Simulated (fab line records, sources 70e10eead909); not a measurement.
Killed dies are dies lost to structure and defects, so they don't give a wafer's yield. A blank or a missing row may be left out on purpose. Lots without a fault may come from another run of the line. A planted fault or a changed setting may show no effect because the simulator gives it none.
Which tool did it? | flow nand_harc | 7 lots, 21 wafers sampled, at 2 steps of a route of 1302

WHAT THE GAUGES READ, wafer by wafer
NHARC_P_M1_CD_MEAS_16.
lot  | measured     | on        | cd_nm (nm)
L240 | day 6 20:54  | cd_sem-02 | 128.5 129.3 128.6
L242 | day 7 20:58  | cd_sem-03 | 129.7 129.3 128.8
L247 | day 10 06:03 | cd_sem-02 | 129.2 129.4 129.2
L253 | day 12 08:36 | cd_sem-02 | 129.0 129.3 128.6
L254 | day 12 22:20 | cd_sem-01 | 130.2 130.8 130.1
L258 | day 14 19:28 | cd_sem-02 | 129.3 129.0 129.8
L261 | day 15 20:37 | cd_sem-01 | 128.5 128.0 128.5

WHICH TOOL RAN EACH LOT (tool, then ch and the chambers of the sampled wafers, then the start)
lot  | NHARC_P_M1_DESCUM_14
L240 | rie_diel-08 ch 1,2, day 6 20:35
L242 | rie_diel-08 ch 0,2, day 7 20:40
L247 | rie_diel-08 ch 1,3, day 10 05:31
L253 | rie_diel-11 ch 0,1,2, day 12 08:19
L254 | rie_diel-11 ch 0,1,3, day 12 22:02
L258 | rie_diel-08 ch 0,1,2, day 14 19:10
L261 | rie_diel-08 ch 1,2,3, day 15 20:20
- NHARC_P_M1_DESCUM_14: chemistry O2, time 3 s.

THE ANSWER, worked out from the rows above alone
Rule: what is usual is taken from the lots themselves. Put in order of their means at a reading, lots are off if they are a third of the lots or fewer, leave a main group of 4 or more, and stand apart from it by a gap of 3 or more times the standard deviation of the main group's means; of several such gaps the widest counts. A main group whose means are all the same, to the digits that the tables above print for the reading, isn't used. A lot without any number at a reading at which 4 lots or more have one is off too. The other lots that the step has rows for count as sound.
No lot is off at any reading shown: from this, nothing can be told.

WHAT THE SIMULATOR HAD PUT IN
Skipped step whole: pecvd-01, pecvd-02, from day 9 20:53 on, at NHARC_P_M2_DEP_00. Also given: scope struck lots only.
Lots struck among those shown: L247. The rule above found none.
